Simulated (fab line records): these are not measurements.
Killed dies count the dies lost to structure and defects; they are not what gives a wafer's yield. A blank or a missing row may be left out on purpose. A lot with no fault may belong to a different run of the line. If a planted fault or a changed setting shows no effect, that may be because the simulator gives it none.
Matching of chambers	flow n5 finfet	cvd co-01 running N5_BEOL_M5_PRE_CLEAN_77: 3 sister chambers
The step time 15 s. 16 wafers are shown with their chamber, then 7 later ones without.

## EACH WAFER AND ITS CHAMBER
wafer	chamber	heater power w (W)
L583.1	2	72
L583.4	0	65
L583.6	2	73
L586.1	0	64
L586.2	2	72
L586.6	0	64
L585.4	2	73
L585.5	1	90
L588.1	1	89
L588.2	2	71
L588.5	0	63
L587.1	0	64
L587.3	2	76
L587.6	0	66
L590.2	2	75
L590.3	1	89

SIGNATURES (averages over the wafers above)
reading	chamber 0	chamber 1	chamber 2	scatter within a chamber
heater power w	64.33	89.33	73.14	1.38
Rule: distance of a wafer from a chamber = root of the sum over the readings of ((wafer's reading minus chamber's mean) / reading's scatter) squared. The wafer belongs to the nearest chamber; if the next one is less than 2 further off, it can't be placed. The scatter: take each reading less its chamber's mean, square it, sum over the shown wafers, divide by the number of wafers less the number of chambers, and take the root.

## WAFERS WITHOUT THEIR CHAMBER
wafer	heater power w (W)
L590.6	91
L591.3	93
L591.5	66
L591.6	91
L602.2	90
L602.3	91
L602.6	65

## THE CHAMBER EACH PASSED THROUGH
wafer	from the rows above	in truth
L590.6	1	1
L591.3	1	1
L591.5	0	0
L591.6	1	1
L602.2	1	1
L602.3	1	1
L602.6	0	0
Correctly placed: 7 of 7. Can't be placed from these rows: 0. Number placed wrongly: 0.
